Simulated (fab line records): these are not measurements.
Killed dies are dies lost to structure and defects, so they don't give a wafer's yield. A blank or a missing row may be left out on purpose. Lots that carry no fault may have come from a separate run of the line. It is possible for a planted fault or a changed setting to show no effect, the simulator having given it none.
Matching of chambers    flow n5Finfet    aldSin-04 running N5_MOL_CONTACT_COAG_ALD_133: 4 sister chambers
The step deposits SiO2, target thk 5 nm, pulse time 1 s, co reactant pulse time 1 s. 20 wafers are shown with their chamber, then 10 later ones without.

WAFERS, EACH WITH ITS CHAMBER
wafer   chamber  heaterPowerW (W)  precursorPulseHeightRel
L079.1  0        63                1.050
L079.2  2        67                1.032
L079.6  3        74                1.012
L080.1  2        68                1.020
L080.2  0        64                0.987
L080.5  0        62                1.005
L082.1  0        64                0.977
L082.2  1        70                0.967
L082.3  3        70                1.021
L082.4  2        68                1.007
L082.5  3        73                0.984
L082.6  2        67                1.025
L083.1  0        63                0.968
L083.5  0        65                1.007
L083.6  1        69                0.970
L087.1  3        72                0.998
L087.2  1        72                1.005
L087.3  0        63                1.000
L087.4  2        65                1.017
L087.5  3        70                1.006

SIGNATURES, as means of the wafers listed above
reading                  chamber 0  chamber 1  chamber 2  chamber 3  scatter within a chamber
heaterPowerW             63.43      70.33      67.00      71.80      1.35
precursorPulseHeightRel  0.99914    0.98067    1.02020    1.00420    0.0199
Rule: a wafer lies at a distance from a chamber equal to the root of the sum of squares, over the readings, of (its reading less the chamber's mean, divided by the reading's scatter). If the next closest chamber is less than 2 further off than the closest, the wafer can't be placed; otherwise it belongs to the closest. The scatter is the square root of a quotient: the sum, over the shown wafers, of each reading's squared deviation from its chamber's mean, divided by wafers minus chambers.

WAFERS MISSING THEIR CHAMBER
wafer   heaterPowerW (W)  precursorPulseHeightRel
L087.6  67                1.006
L091.1  64                0.993
L091.3  71                0.982
L091.4  68                0.961
L097.1  71                1.003
L097.2  64                0.992
L097.6  64                1.062
L094.1  73                0.998
L094.2  70                0.975
L094.6  68                0.991

WHICH CHAMBER EACH ONE RAN IN
wafer   from the rows above                in truth
L087.6  can't be placed: 2 or 0            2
L091.1  0                                  0
L091.3  can't be placed: 1 or 3            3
L091.4  can't be placed: 1 or 2 or 3 or 0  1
L097.1  can't be placed: 3 or 1            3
L097.2  0                                  0
L097.6  can't be placed: 2 or 0            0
L094.1  can't be placed: 3 or 1            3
L094.2  can't be placed: 1 or 3            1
L094.6  can't be placed: 2 or 1 or 3 or 0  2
2 of 10 placed correctly. Unplaceable from these rows: 8, with the true chamber sitting among the candidates in 8. 0 placed wrongly.
